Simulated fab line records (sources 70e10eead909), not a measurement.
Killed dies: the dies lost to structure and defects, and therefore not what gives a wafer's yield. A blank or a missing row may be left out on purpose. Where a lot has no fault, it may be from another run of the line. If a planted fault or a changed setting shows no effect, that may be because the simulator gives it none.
Chamber matching + flow nand_harc + pecvd-02 running NHARC_P_M0_DEP_32: 3 sister chambers
The step deposits SiCN, target thk 30 nm. 6 wafers are shown with their chamber, then 8 later ones without.

## WAFERS WITH THEIR CHAMBER
| wafer  | chamber | heater_power_w (W) | susceptor_temp_C (C) |
|--------|---------|--------------------|----------------------|
| L090.6 | 0       | 524                | 370.20               |
| L089.5 | 1       | 606                | 369.83               |
| L089.6 | 0       | 523                | 370.43               |
| L094.2 | 1       | 628                | 370.17               |
| L094.4 | 2       | 600                | 370.11               |
| L093.2 | 2       | 609                | 369.83               |

## WAFERS WITH NO CHAMBER GIVEN
| wafer  | heater_power_w (W) | susceptor_temp_C (C) |
|--------|--------------------|----------------------|
| L093.5 | 609                | 369.93               |
| L093.6 | 624                | 370.07               |
| L095.2 | 583                | 369.86               |
| L095.3 | 615                | 370.21               |
| L095.4 | 618                | 370.16               |
| L097.4 | 609                | 370.04               |
| L097.5 | 558                | 369.57               |
| L097.6 | 592                | 369.67               |

## WHICH CHAMBER EACH WENT THROUGH
| wafer  | from the rows above          | in truth |
|--------|------------------------------|----------|
| L093.5 | can't be placed: 2 or 1      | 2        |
| L093.6 | can't be placed: 1 or 2      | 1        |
| L095.2 | can't be placed: 2 or 1      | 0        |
| L095.3 | can't be placed: 1 or 2      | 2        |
| L095.4 | can't be placed: 1 or 2      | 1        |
| L097.4 | can't be placed: 2 or 1      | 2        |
| L097.5 | can't be placed: 0 or 2 or 1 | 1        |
| L097.6 | can't be placed: 2 or 1      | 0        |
0 of 8 placed correctly. From these rows, 8 cannot be placed; in 6 the true chamber is one of the candidates. Number placed wrongly: 0.
How it was worked out, from the rows above alone: a wafer's distance from a chamber is the root of the sum, over the readings, of the square of ((its reading less the chamber's mean) divided by the reading's scatter). If the next closest chamber is less than 2 further off than the closest, the wafer can't be placed; otherwise it belongs to the closest. Each chamber's mean is taken over the wafers shown for it. How the scatter is found: for the shown wafers, subtract from each reading the mean of its chamber, square and add these, divide the total by (wafers less chambers), then take the root.
